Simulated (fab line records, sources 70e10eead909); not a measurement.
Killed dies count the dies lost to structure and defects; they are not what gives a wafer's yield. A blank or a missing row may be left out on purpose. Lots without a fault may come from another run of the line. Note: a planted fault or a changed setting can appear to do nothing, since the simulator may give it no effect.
Chamber matching || flow nand_harc || NHARC_A_CHANNEL_FILL_D1_ALD_16 on ald_hk-01 has 4 sister chambers
The step deposits SiO2, target thk 1.5 nm, pulse time 10 s, ald cycles 15. 16 wafers are shown with their chamber, then 8 later ones without.

== WAFERS, EACH WITH ITS CHAMBER ==
{"wafer": "L714.2", "chamber": 2, "heater_power_w (W)": 454, "precursor_pulse_height_rel": 1.038}
{"wafer": "L714.3", "chamber": 3, "heater_power_w (W)": 532, "precursor_pulse_height_rel": 1.005}
{"wafer": "L714.4", "chamber": 1, "heater_power_w (W)": 483, "precursor_pulse_height_rel": 0.967}
{"wafer": "L723.2", "chamber": 0, "heater_power_w (W)": 453, "precursor_pulse_height_rel": 0.977}
{"wafer": "L723.3", "chamber": 2, "heater_power_w (W)": 464, "precursor_pulse_height_rel": 1.020}
{"wafer": "L723.5", "chamber": 0, "heater_power_w (W)": 442, "precursor_pulse_height_rel": 1.016}
{"wafer": "L724.2", "chamber": 2, "heater_power_w (W)": 460, "precursor_pulse_height_rel": 0.989}
{"wafer": "L724.4", "chamber": 1, "heater_power_w (W)": 491, "precursor_pulse_height_rel": 1.005}
{"wafer": "L724.5", "chamber": 2, "heater_power_w (W)": 469, "precursor_pulse_height_rel": 0.972}
{"wafer": "L727.2", "chamber": 3, "heater_power_w (W)": 523, "precursor_pulse_height_rel": 1.002}
{"wafer": "L727.4", "chamber": 1, "heater_power_w (W)": 483, "precursor_pulse_height_rel": 0.976}
{"wafer": "L727.5", "chamber": 3, "heater_power_w (W)": 535, "precursor_pulse_height_rel": 1.019}
{"wafer": "L730.1", "chamber": 0, "heater_power_w (W)": 454, "precursor_pulse_height_rel": 0.974}
{"wafer": "L730.2", "chamber": 2, "heater_power_w (W)": 476, "precursor_pulse_height_rel": 0.995}
{"wafer": "L730.4", "chamber": 1, "heater_power_w (W)": 497, "precursor_pulse_height_rel": 1.025}
{"wafer": "L731.1", "chamber": 3, "heater_power_w (W)": 543, "precursor_pulse_height_rel": 0.960}

SIGNATURES (means of the wafers above)
{"reading": "heater_power_w", "chamber 0": 449.67, "chamber 1": 488.50, "chamber 2": 464.60, "chamber 3": 533.25, "scatter within a chamber": 7.72}
{"reading": "precursor_pulse_height_rel", "chamber 0": 0.98900, "chamber 1": 0.99325, "chamber 2": 1.00280, "chamber 3": 0.99650, "scatter within a chamber": 0.0257}
Rule: a wafer lies at a distance from a chamber equal to the root of the sum of squares, over the readings, of (its reading less the chamber's mean, divided by the reading's scatter). If the next closest chamber is less than 2 further off than the closest, the wafer can't be placed; otherwise it belongs to the closest. How the scatter is found: for the shown wafers, subtract from each reading the mean of its chamber, square and add these, divide the total by (wafers less chambers), then take the root.

== WAFERS WHOSE CHAMBER IS MISSING ==
{"wafer": "L731.3", "heater_power_w (W)": 468, "precursor_pulse_height_rel": 0.993}
{"wafer": "L731.5", "heater_power_w (W)": 482, "precursor_pulse_height_rel": 0.985}
{"wafer": "L732.2", "heater_power_w (W)": 460, "precursor_pulse_height_rel": 1.011}
{"wafer": "L732.5", "heater_power_w (W)": 450, "precursor_pulse_height_rel": 1.003}
{"wafer": "L732.6", "heater_power_w (W)": 492, "precursor_pulse_height_rel": 0.969}
{"wafer": "L733.1", "heater_power_w (W)": 449, "precursor_pulse_height_rel": 0.969}
{"wafer": "L733.4", "heater_power_w (W)": 468, "precursor_pulse_height_rel": 0.992}
{"wafer": "L733.5", "heater_power_w (W)": 525, "precursor_pulse_height_rel": 1.021}

== CHAMBER TAKEN BY EACH ==
{"wafer": "L731.3", "from the rows above": "can't be placed: 2 or 0", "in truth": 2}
{"wafer": "L731.5", "from the rows above": "can't be placed: 1 or 2", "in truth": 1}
{"wafer": "L732.2", "from the rows above": "can't be placed: 2 or 0", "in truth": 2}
{"wafer": "L732.5", "from the rows above": "can't be placed: 0 or 2", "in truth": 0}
{"wafer": "L732.6", "from the rows above": 1, "in truth": 1}
{"wafer": "L733.1", "from the rows above": "can't be placed: 0 or 2", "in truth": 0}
{"wafer": "L733.4", "from the rows above": "can't be placed: 2 or 0", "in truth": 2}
{"wafer": "L733.5", "from the rows above": 3, "in truth": 3}
Correct placement for 2 of the 8. From these rows, 6 cannot be placed; in 6 the true chamber is one of the candidates. Placed wrongly: 0.
